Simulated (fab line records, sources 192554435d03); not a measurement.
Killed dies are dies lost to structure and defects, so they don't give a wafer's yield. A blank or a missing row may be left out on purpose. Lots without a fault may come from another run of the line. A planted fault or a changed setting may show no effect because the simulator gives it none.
Chamber matching | flow n5_finfet | N5_BEOL_M10_VIA_ETCH_34 on rie_diel-05: 4 sister chambers
The step etches SiCOH lowk in C4F6/O2, target depth 184.5 nm, time 69.2 s. 4 wafers are shown with their chamber, then 9 later ones without.

WAFERS WITH THEIR CHAMBER
wafer  | chamber | showerhead_plenum_p_Torr (Torr)
L090.1 | 3       | 2.79
L091.1 | 1       | 2.87
L091.2 | 2       | 2.92
L091.4 | 0       | 2.77

WAFERS WITHOUT THEIR CHAMBER
wafer  | showerhead_plenum_p_Torr (Torr)
L093.1 | 2.78
L093.5 | 2.87
L093.6 | 2.77
L094.2 | 2.87
L094.3 | 2.92
L094.5 | 2.77
L097.2 | 2.92
L097.4 | 2.77
L097.5 | 2.92

WHICH CHAMBER EACH WENT THROUGH
wafer  | from the rows above     | in truth
L093.1 | can't be placed: 0 or 3 | 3
L093.5 | 1                       | 1
L093.6 | 0                       | 0
L094.2 | 1                       | 1
L094.3 | 2                       | 2
L094.5 | 0                       | 0
L097.2 | 2                       | 2
L097.4 | 0                       | 0
L097.5 | 2                       | 2
Placed correctly: 8 of 9. Can't be placed from these rows: 1 (the true chamber is among the candidates in 1). Placed wrongly: 0.
How it was worked out, from the rows above alone: a wafer's distance from a chamber is the root of the sum, over the readings, of the square of ((its reading less the chamber's mean) divided by the reading's scatter). The wafer belongs to the nearest chamber; if the next one is less than 2 further off, it can't be placed. A chamber's mean is the mean of its shown wafers. The scatter: with one shown wafer a chamber, the root of the mean of the squares of how far each hidden wafer lies from its nearest shown one.
